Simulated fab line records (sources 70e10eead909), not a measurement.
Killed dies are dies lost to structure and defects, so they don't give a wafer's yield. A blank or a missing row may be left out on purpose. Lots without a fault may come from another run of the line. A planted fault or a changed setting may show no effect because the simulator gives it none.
What tool caused it?    flow nand harc    18 wafers from 6 lots sampled at 2 of the route's 1159 steps

== WHAT THE GAUGES SHOWED, per wafer ==
NHARC_P_GATE_CD_MEAS_91: the cd target is 2000 nm.
lot   measured      on         cd nm (nm)
L338  day 5 16:22   cd sem-01  2001.8 1999.9 2004.0
L340  day 6 06:02   cd sem-02  1999.8 2000.6 1998.8
L345  day 7 10:13   cd sem-02  2000.5 1999.8 2002.0
L354  day 10 00:32  cd sem-03  1997.0 2001.1 2000.9
L355  day 10 07:38  cd sem-01  2000.0 2002.7 2000.0
L359  day 10 21:09  cd sem-03  1998.9 1999.8 1997.8

== WHICH TOOL RAN EACH LOT (tool, then ch and the chambers of the sampled wafers, then the start) ==
lot   NHARC_P_GATE_EXPOSE_88
L338  krf scanner-04 ch 0, day 5 16:12
L340  krf scanner-02 ch 0, day 6 05:53
L345  krf scanner-02 ch 0, day 7 10:04
L354  krf scanner-02 ch 0, day 10 00:23
L355  krf scanner-03 ch 0, day 10 07:29
L359  krf scanner-03 ch 0, day 10 20:59
- NHARC_P_GATE_EXPOSE_88: exposes mask P HVN, target cd 2000 nm.

== THE ANSWER, worked out from the rows above alone ==
Rule: the usual values come from the lots themselves. Put in order of their means at a reading, lots are off if they are a third of the lots or fewer, leave a main group of 4 or more, and stand apart from it by a gap of 3 or more times the standard deviation of the main group's means; of several such gaps the widest counts. A main group is skipped when, at the precision printed for the reading in the tables above, its means are all equal. A lot without any number at a reading at which 4 lots or more have one is off too. Where the step has rows for the other lots, those lots are counted as sound.
No lot is off at any reading shown: from this, nothing can be told.

== WHAT THE SIMULATOR PUT IN ==
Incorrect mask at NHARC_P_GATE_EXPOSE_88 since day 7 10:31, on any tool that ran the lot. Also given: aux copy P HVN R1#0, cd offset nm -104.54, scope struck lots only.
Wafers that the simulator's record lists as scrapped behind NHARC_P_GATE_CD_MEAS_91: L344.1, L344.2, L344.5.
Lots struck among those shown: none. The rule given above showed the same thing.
